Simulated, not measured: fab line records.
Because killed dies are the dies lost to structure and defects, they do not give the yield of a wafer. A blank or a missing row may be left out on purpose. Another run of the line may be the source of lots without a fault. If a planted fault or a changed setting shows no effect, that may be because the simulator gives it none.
The same fault as seen by 3 desks	flow nandHarc	only its own numbers are on each desk; what lay behind them is given at the end

## AT THE TOOL OWNER'S DESK: rieDiel-09
The tool's own readings at NHARC_A_SGD_CUT_ETCH_16 (etches the open film in C4F8/O2/Ar, target depth 310.5 nm, time 155.2 s): means of the sampled wafers that have a number, for each lot that ran on this tool. If a lot's mean is further than 4 standard deviations from the usual mean, the lot is out of limits and carries the mark OUT (the distance appears in the brackets).
Columns: A = biasW at NHARC_A_SGD_CUT_ETCH_16, usual 799.9 W; B = oesProductAu at NHARC_A_SGD_CUT_ETCH_16, usual 0.972 a.u.; C = rfVppV at NHARC_A_SGD_CUT_ETCH_16, usual 723 V
lot	first seen here	A	B	C
L504	day 15 10:08	801.9	0.984	722
L511	day 17 03:17	799.5	0.913	724
This desk found nothing out of limits on any of the 2 lots.

## THE DEFECT DESK
What the inspections along the route counted, lot by lot: means of the sampled wafers that have a number. If a lot's mean is further than 4 standard deviations from the usual mean, the lot is out of limits and carries the mark OUT (the distance appears in the brackets).
Columns: A = rawDefectCount at NHARC_A_SGD_CUT_INSPECT_11, usual 18
lot	first seen here	A
L500	day 14 11:59	6
L504	day 15 09:29	26
L511	day 17 02:37	26
L512	day 17 02:47	32
L519	day 19 01:14	12
This desk found nothing out of limits on any of the 5 lots.

## FROM THE METROLOGY DESK
What the gauges read for every lot (on any tool): the sampled wafers with a number, averaged. If a lot's mean is further than 4 standard deviations from the usual mean, the lot is out of limits and carries the mark OUT (the distance appears in the brackets).
Columns: A = cdNm at NHARC_A_SGD_CUT_CD_MEAS_09, usual 100.4 nm; B = overlayXNm at NHARC_A_SGD_CUT_OVL_MEAS_10, usual 0.1 nm; C = overlayYNm at NHARC_A_SGD_CUT_OVL_MEAS_10, usual 0.2 nm
lot	first seen here	A	B	C
L500	day 14 11:52	100.7	0.9	-0.1
L504	day 15 09:22	101.5	-0.1	1.4
L511	day 17 02:30	100.4	0.3	0.7
L512	day 17 02:40	100.4	-0.1	0.2
L519	day 19 01:07	101.3	1.6	-0.3
This desk found nothing out of limits on any of the 5 lots.

## PUT TOGETHER
Nothing out of limits was seen by the tool owner's desk.
Nothing out of limits was seen by the defect desk.
The metrology desk saw nothing out of limits.

## WHAT THE SIMULATOR HAD PUT IN
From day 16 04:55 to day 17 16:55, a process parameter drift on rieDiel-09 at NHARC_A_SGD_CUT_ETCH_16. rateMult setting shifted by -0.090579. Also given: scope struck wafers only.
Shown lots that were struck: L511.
